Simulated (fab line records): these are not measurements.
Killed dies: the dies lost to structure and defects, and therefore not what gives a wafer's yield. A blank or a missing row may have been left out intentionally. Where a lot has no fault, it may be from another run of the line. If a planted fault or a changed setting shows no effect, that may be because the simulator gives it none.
Matching of chambers || flow nand_harc || NHARC_P_CONTACT_STRIP_28 on rie_diel-04: 4 sister chambers
The step strips in O2. 14 wafers are shown with their chamber, then 7 later ones without.

## WAFERS WITH THEIR CHAMBER
{"wafer": "L076.1", "chamber": 1, "showerhead_plenum_p_Torr (Torr)": 3.45, "drypump_motor_current_A (A)": 5.7, "rf_vpp_V (V)": 57.3}
{"wafer": "L076.2", "chamber": 2, "showerhead_plenum_p_Torr (Torr)": 3.45, "drypump_motor_current_A (A)": 5.8, "rf_vpp_V (V)": 57.2}
{"wafer": "L076.5", "chamber": 2, "showerhead_plenum_p_Torr (Torr)": 3.45, "drypump_motor_current_A (A)": 5.7, "rf_vpp_V (V)": 57.8}
{"wafer": "L077.4", "chamber": 1, "showerhead_plenum_p_Torr (Torr)": 3.45, "drypump_motor_current_A (A)": 5.7, "rf_vpp_V (V)": 57.7}
{"wafer": "L077.5", "chamber": 0, "showerhead_plenum_p_Torr (Torr)": 3.38, "drypump_motor_current_A (A)": 5.5, "rf_vpp_V (V)": 57.7}
{"wafer": "L077.6", "chamber": 3, "showerhead_plenum_p_Torr (Torr)": 3.78, "drypump_motor_current_A (A)": 5.5, "rf_vpp_V (V)": 58.8}
{"wafer": "L079.2", "chamber": 3, "showerhead_plenum_p_Torr (Torr)": 3.78, "drypump_motor_current_A (A)": 5.5, "rf_vpp_V (V)": 59.1}
{"wafer": "L079.4", "chamber": 0, "showerhead_plenum_p_Torr (Torr)": 3.38, "drypump_motor_current_A (A)": 5.6, "rf_vpp_V (V)": 56.6}
{"wafer": "L079.5", "chamber": 0, "showerhead_plenum_p_Torr (Torr)": 3.38, "drypump_motor_current_A (A)": 5.6, "rf_vpp_V (V)": 56.3}
{"wafer": "L082.1", "chamber": 1, "showerhead_plenum_p_Torr (Torr)": 3.45, "drypump_motor_current_A (A)": 5.7, "rf_vpp_V (V)": 57.4}
{"wafer": "L082.2", "chamber": 0, "showerhead_plenum_p_Torr (Torr)": 3.38, "drypump_motor_current_A (A)": 5.5, "rf_vpp_V (V)": 58.5}
{"wafer": "L082.4", "chamber": 3, "showerhead_plenum_p_Torr (Torr)": 3.78, "drypump_motor_current_A (A)": 5.5, "rf_vpp_V (V)": 57.9}
{"wafer": "L091.1", "chamber": 2, "showerhead_plenum_p_Torr (Torr)": 3.44, "drypump_motor_current_A (A)": 5.7, "rf_vpp_V (V)": 58.1}
{"wafer": "L091.2", "chamber": 1, "showerhead_plenum_p_Torr (Torr)": 3.44, "drypump_motor_current_A (A)": 5.7, "rf_vpp_V (V)": 57.3}

SIGNATURES (means of the wafers above)
{"reading": "showerhead_plenum_p_Torr", "chamber 0": 3.3800, "chamber 1": 3.4475, "chamber 2": 3.4467, "chamber 3": 3.7800, "scatter within a chamber": 0.00376}
{"reading": "drypump_motor_current_A", "chamber 0": 5.550, "chamber 1": 5.700, "chamber 2": 5.733, "chamber 3": 5.500, "scatter within a chamber": 0.0408}
{"reading": "rf_vpp_V", "chamber 0": 57.275, "chamber 1": 57.425, "chamber 2": 57.700, "chamber 3": 58.600, "scatter within a chamber": 0.663}
Rule: for a wafer and a chamber, the distance is found by dividing, reading by reading, the gap between the wafer's reading and the chamber's mean by the reading's scatter, squaring, summing and taking the root. The wafer belongs to the nearest chamber; if the next one is less than 2 further off, it can't be placed. The scatter: the root of (the sum of the squares of (reading less its chamber's mean) over the shown wafers, divided by (wafers less chambers)).

## WAFERS WITHOUT THEIR CHAMBER
{"wafer": "L091.3", "showerhead_plenum_p_Torr (Torr)": 3.38, "drypump_motor_current_A (A)": 5.6, "rf_vpp_V (V)": 57.9}
{"wafer": "L092.1", "showerhead_plenum_p_Torr (Torr)": 3.44, "drypump_motor_current_A (A)": 5.7, "rf_vpp_V (V)": 56.3}
{"wafer": "L092.3", "showerhead_plenum_p_Torr (Torr)": 3.38, "drypump_motor_current_A (A)": 5.6, "rf_vpp_V (V)": 58.4}
{"wafer": "L092.4", "showerhead_plenum_p_Torr (Torr)": 3.44, "drypump_motor_current_A (A)": 5.7, "rf_vpp_V (V)": 57.8}
{"wafer": "L094.1", "showerhead_plenum_p_Torr (Torr)": 3.38, "drypump_motor_current_A (A)": 5.5, "rf_vpp_V (V)": 57.5}
{"wafer": "L094.2", "showerhead_plenum_p_Torr (Torr)": 3.44, "drypump_motor_current_A (A)": 5.8, "rf_vpp_V (V)": 58.8}
{"wafer": "L094.5", "showerhead_plenum_p_Torr (Torr)": 3.44, "drypump_motor_current_A (A)": 5.7, "rf_vpp_V (V)": 55.1}

## WHICH CHAMBER EACH WENT THROUGH
{"wafer": "L091.3", "from the rows above": 0, "in truth": 0}
{"wafer": "L092.1", "from the rows above": "can't be placed: 1 or 2", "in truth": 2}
{"wafer": "L092.3", "from the rows above": 0, "in truth": 0}
{"wafer": "L092.4", "from the rows above": "can't be placed: 2 or 1", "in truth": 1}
{"wafer": "L094.1", "from the rows above": 0, "in truth": 0}
{"wafer": "L094.2", "from the rows above": "can't be placed: 2 or 1", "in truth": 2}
{"wafer": "L094.5", "from the rows above": "can't be placed: 1 or 2", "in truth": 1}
Placed correctly: 3 of 7. Can't be placed from these rows: 4 (the true chamber is among the candidates in 4). Number placed wrongly: 0.
